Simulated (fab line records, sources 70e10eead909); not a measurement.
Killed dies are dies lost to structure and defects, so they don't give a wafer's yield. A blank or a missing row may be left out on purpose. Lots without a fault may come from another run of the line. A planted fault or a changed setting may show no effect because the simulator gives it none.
Which tool did it? | flow nand_harc | 13 lots, 39 wafers sampled, at 4 steps of a route of 1302

WHAT THE GAUGES READ, wafer by wafer
The record holds no reading of a measuring or inspecting step that can be judged against a usual standard deviation.

WHICH TOOL RAN EACH LOT (tool, then ch and the chambers of the sampled wafers, then the start)
lot  | NHARC_P_CONTACT_CVD_23                   | NHARC_P_CONTACT_CMP_24        | NHARC_P_M0_PVD_20            | NHARC_P_M0_ANNEAL_30
L542 | cvd_w-02 ch 0,1, day 6 10:50 or earlier  | cmp-01 ch 0,3, day 6 10:50    | pvd_sputter-01, day 6 13:30  | rtp_anneal-01 ch 0, day 6 14:18
L545 | cvd_w-01 ch 1, day 7 20:05 or earlier    | cmp-04 ch 0,3, day 7 20:05    | pvd_sputter-01, day 7 22:31  | rtp_anneal-01 ch 0, day 7 23:11
L546 | cvd_w-01 ch 1, day 8 09:03 or earlier    | cmp-01 ch 0,2,3, day 8 09:03  | pvd_sputter-02, day 8 11:31  | rtp_anneal-01 ch 0, day 8 12:12
L547 | cvd_w-02 ch 0,1, day 8 13:17 or earlier  | cmp-02 ch 0,2,3, day 8 13:17  | pvd_sputter-02, day 8 15:56  | rtp_anneal-01 ch 0, day 8 16:39
L548 | cvd_w-02 ch 0,1, day 8 23:08 or earlier  | cmp-04 ch 0,1, day 8 23:08    | pvd_sputter-01, day 9 01:41  | rtp_anneal-02 ch 0, day 9 02:19
L551 | cvd_w-01 ch 0,1, day 10 17:08 or earlier | cmp-04 ch 2,3, day 10 17:08   | pvd_sputter-02, day 10 19:35 | rtp_anneal-02 ch 0, day 10 20:19
L557 | cvd_w-01 ch 0,1, day 12 18:53 or earlier | cmp-04 ch 1,2,3, day 12 18:53 | pvd_sputter-01, day 12 21:33 | rtp_anneal-01 ch 0, day 12 22:10
L558 | cvd_w-01 ch 1, day 13 06:16 or earlier   | cmp-01 ch 1,2,3, day 13 06:16 | pvd_sputter-03, day 13 08:56 | rtp_anneal-02 ch 0, day 13 09:37
L559 | cvd_w-01 ch 0,1, day 13 11:11 or earlier | cmp-04 ch 0,1,3, day 13 11:11 | pvd_sputter-01, day 13 13:42 | rtp_anneal-02 ch 0, day 13 14:27
L562 | cvd_w-01 ch 0,1, day 14 16:19 or earlier | cmp-04 ch 0,3, day 14 16:19   | pvd_sputter-03, day 14 19:01 | rtp_anneal-01 ch 0, day 14 19:39
L561 | cvd_w-01 ch 0,1, day 14 20:16 or earlier | cmp-04 ch 0,1, day 14 20:16   | pvd_sputter-03, day 14 22:48 | rtp_anneal-02 ch 0, day 14 23:25
L563 | cvd_w-01 ch 0,1, day 15 07:08 or earlier | cmp-04 ch 0,1,2, day 15 07:08 | pvd_sputter-02, day 15 09:40 | rtp_anneal-01 ch 0, day 15 10:21
L564 | cvd_w-02 ch 0,1, day 15 23:14 or earlier | cmp-02 ch 2,3, day 15 23:14   | pvd_sputter-02, day 16 01:46 | rtp_anneal-02 ch 0, day 16 02:26
- NHARC_P_CONTACT_CVD_23: deposits W, target thk 200 nm, time 557 s.
- NHARC_P_CONTACT_CMP_24: polishes, t overpolish 30 s, target thk 200 nm.
- NHARC_P_M0_PVD_20: deposits TaN, target thk 5 nm, time 8.06 s.
- NHARC_P_M0_ANNEAL_30: time 90 s.

WHAT THE TOOLS THEMSELVES READ (means of the sampled wafers that have a number; where no wafer has one, the mark that the record gives instead)
NHARC_P_CONTACT_CVD_23.
lot  | tool     | heater_power_w (W) | mfc_ar_sccm (sccm) | throttle_valve_pct (%)
L542 | cvd_w-02 | 421                | 1561               | 7.90
L545 | cvd_w-01 | 535                | 1564               | 7.89
L546 | cvd_w-01 | 535                | 1563               | 7.84
L547 | cvd_w-02 | 428                | 1555               | 7.97
L548 | cvd_w-02 | 431                | 1563               | 8.05
L551 | cvd_w-01 | 478                | 1562               | 8.17
L557 | cvd_w-01 | 485                | 1559               | 8.12
L558 | cvd_w-01 | 506                | 1562               | 8.25
L559 | cvd_w-01 | 459                | 1558               | 8.00
L562 | cvd_w-01 | 457                | 1557               | 8.02
L561 | cvd_w-01 | 459                | 1559               | 8.00
L563 | cvd_w-01 | 467                | 1555               | 8.09
L564 | cvd_w-02 | 425                | 1558               | 8.21

NHARC_P_CONTACT_CMP_24.
lot  | tool   | motor_current_A (A) | overpolish_run_s (s) | slurry_filter_dp_kPa (kPa) | time_to_endpoint_s (s)
L542 | cmp-01 | 10.9                | 30.012               | 13.55                      | 37.5
L545 | cmp-04 | 10.8                | 30.003               | 13.48                      | 43.0
L546 | cmp-01 | 11.8                | 30.001               | 13.44                      | 42.6
L547 | cmp-02 | 12.3                | 29.999               | 13.64                      | 41.8
L548 | cmp-04 | 10.8                | 30.001               | 13.42                      | 37.4
L551 | cmp-04 | 10.6                | 30.003               | 13.51                      | 40.2
L557 | cmp-04 | 11.3                | 30.001               | 13.64                      | 39.5
L558 | cmp-01 | 12.1                | 30.008               | 13.45                      | 40.0
L559 | cmp-04 | 11.8                | 30.003               | 13.48                      | 37.5
L562 | cmp-04 | 10.8                | 29.998               | 13.61                      | 38.9
L561 | cmp-04 | 11.0                | 30.000               | 13.60                      | 37.8
L563 | cmp-04 | 11.0                | 29.997               | 13.53                      | 41.9
L564 | cmp-02 | 12.5                | 30.001               | 13.52                      | 40.7

NHARC_P_M0_PVD_20.
lot  | tool           | bias_v (V) | cathode_dc_power_W (W) | chamber_pressure_pa (Pa) | throttle_valve_pct (%)
L542 | pvd_sputter-01 | 168.2      | 15001                  | 0.11994                  | 29.1
L545 | pvd_sputter-01 | 168.2      | 15002                  | 0.11986                  | 28.4
L546 | pvd_sputter-02 | 170.0      | 14999                  | 0.11972                  | 30.4
L547 | pvd_sputter-02 | 167.8      | 14999                  | 0.12001                  | 30.7
L548 | pvd_sputter-01 | 167.7      | 15001                  | 0.11999                  | 29.0
L551 | pvd_sputter-02 | -          | -                      | -                        | -
L557 | pvd_sputter-01 | 167.3      | 14998                  | 0.12008                  | 29.5
L558 | pvd_sputter-03 | 168.7      | 15000                  | 0.11979                  | 30.8
L559 | pvd_sputter-01 | 168.3      | 15000                  | 0.12009                  | 29.0
L562 | pvd_sputter-03 | 169.2      | 15002                  | 0.12005                  | 30.6
L561 | pvd_sputter-03 | 167.3      | 14999                  | 0.11988                  | 30.4
L563 | pvd_sputter-02 | 167.6      | 14999                  | 0.11994                  | 30.3
L564 | pvd_sputter-02 | 168.5      | 15000                  | 0.12033                  | 30.8

NHARC_P_M0_ANNEAL_30.
lot  | tool          | wafer_temp_C_max
L542 | rtp_anneal-01 | 225.96
L545 | rtp_anneal-01 | 226.26
L546 | rtp_anneal-01 | 226.18
L547 | rtp_anneal-01 | 226.28
L548 | rtp_anneal-02 | 226.28
L551 | rtp_anneal-02 | 226.73
L557 | rtp_anneal-01 | 226.19
L558 | rtp_anneal-02 | 226.02
L559 | rtp_anneal-02 | 226.15
L562 | rtp_anneal-01 | 226.19
L561 | rtp_anneal-02 | 226.39
L563 | rtp_anneal-01 | 226.36
L564 | rtp_anneal-02 | 226.47

THE ANSWER, worked out from the rows above alone
Rule: what is usual is taken from the lots themselves. Put in order of their means at a reading, lots are off if they are a third of the lots or fewer, leave a main group of 4 or more, and stand apart from it by a gap of 3 or more times the standard deviation of the main group's means; of several such gaps the widest counts. A main group whose means are all the same, to the digits that the tables above print for the reading, isn't used. A lot without any number at a reading at which 4 lots or more have one is off too. The other lots that the step has rows for count as sound. The gauges are gone through in route order, then the tools' own readings, and for those a lot's mean is taken as printed above. The first step at which some lot is off is used, and at that step the reading that is off furthest; a lot without a number counts as furthest.
Off: L551, at NHARC_P_M0_PVD_20 (bias_v). Without a number there: L551. The main group: mean 168.2 V, standard deviation 0.76.
A tool fits if, at that step or a process step before it, it ran every lot that is off, and no sound lot after the first of them. NHARC_P_CONTACT_CVD_23 gives no start for some lots, so the hours and the order of its lots are those of NHARC_P_CONTACT_CMP_24. None of those tried fits.

WHAT THE SIMULATOR HAD PUT IN
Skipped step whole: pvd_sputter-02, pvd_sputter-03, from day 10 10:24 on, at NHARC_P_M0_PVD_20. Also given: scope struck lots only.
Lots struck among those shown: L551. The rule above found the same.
